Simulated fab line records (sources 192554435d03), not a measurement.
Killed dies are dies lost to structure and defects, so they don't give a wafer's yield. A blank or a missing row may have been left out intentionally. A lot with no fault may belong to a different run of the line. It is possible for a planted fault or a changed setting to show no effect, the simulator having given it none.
Split-lot experiment ; flow n5Finfet ; on a route of 1938 steps: 7 lots, 21 wafers read

THE SPLIT ITSELF
At N5_BEOL_M1_TRENCH_ETCH_37 (etches SiOC in C4F6/O2, target depth 55.207 nm, time 29 s), the setting biasW was moved away from the recipe's 185 W on 11 of the 21 wafers read, by -10.2% to +14.5%. All remaining wafers had this setting at the recipe value.

The reading comes from the split's own step.

THE READING
rfVppV, in V, at N5_BEOL_M1_TRENCH_ETCH_37 (etches SiOC in C4F6/O2, target depth 55.207 nm, time 29 s). Typical for fault-free wafers on this fab line: 667 V, with standard deviation 8.1 V.

wafer;tool, chamber at the split;biasW as run, W;against the recipe;rfVppV, V;against lot-mates on the recipe
L077.1;rieDiel-05, 0;185;recipe;669;-
L077.3;rieDiel-05, 2;211.8;+14.5%;724;+55
L077.5;rieDiel-05, 2;211.8;+14.5%;725;+56
L078.1;rieDiel-02, 1;185;recipe;665;-
L078.2;rieDiel-02, 2;196.2;+6.1%;700;+35
L078.6;rieDiel-02, 0;196.2;+6.1%;706;+41
L079.2;rieDiel-04, 3;194.5;+5.1%;701;+28
L079.3;rieDiel-04, 0;185;recipe;673;-
L079.5;rieDiel-04, 1;194.5;+5.1%;705;+32
L080.1;rieDiel-04, 0;202.1;+9.2%;721;+44
L080.2;rieDiel-04, 2;202.1;+9.2%;710;+33
L080.6;rieDiel-04, 1;185;recipe;677;-
L083.3;rieDiel-02, 0;185;recipe;674;-
L083.4;rieDiel-02, 3;185;recipe;660;-
L083.6;rieDiel-02, 3;185;recipe;659;-
L084.2;rieDiel-04, 3;203.4;+9.9%;725;+50
L084.5;rieDiel-04, 3;185;recipe;673;-
L084.6;rieDiel-04, 1;185;recipe;677;-
L090.1;rieDiel-02, 1;166.1;-10.2%;612;-55
L090.5;rieDiel-02, 1;185;recipe;667;-
L090.6;rieDiel-02, 2;166.1;-10.2%;612;-55

THE FIT
A straight line over all 21 wafers: rfVppV changes by +4.84 V for each +1% of biasW; r = +0.97; the points scatter about the line by 8.3 V.
The same after taking each lot's own level away (the mean of its wafers on the recipe; 21 wafers): +4.63 V for each +1%; r = +0.98; scatter 7.1 V.
According to that fit, moving biasW by its largest amount changes the reading by 67 V.
Measured against the standard deviation above, the lots' own levels, which go from 664.3 to 677.0 V, span 1.6 times it.
Hence the lot-to-lot level has little effect on the slope; both slopes agree.
Check: +69.5 V against its lot-mates is what the line predicts for one of the wafers moved furthest among these (+14.5%) when that wafer is left out of the fit. Against them it came out at +55 V.
Tool readings at the split's step, against how far the setting was moved: rfVppV r = +0.97.

ADDITIONAL SPLITS CARRIED BY THESE WAFERS
These wafers also went through other splits before the reading. Each is held against what the fit with the lots' levels taken away leaves over:
other split on the same wafers;wafers away from the commonest value;r with rfVppV (lot level and that fit taken away)
N5_MOL_CONTACT_COAG_ETCHBACK_136 targetDepthA;7;-0.23
N5_BEOL_M0_SAQP_ETCH_107 biasW;5;-0.14
N5_BEOL_M0_SAQP_COAT_34 spinRpm;5;-0.15
N5_BEOL_M0_ETCH_138 sourceW;8;-0.22
N5_BEOL_M1_VIA_ETCH_34 biasW;10;+0.43

FILE'S OWN FIT
rfVppV changes by +4.63 V for each +1% of biasW, r = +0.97.
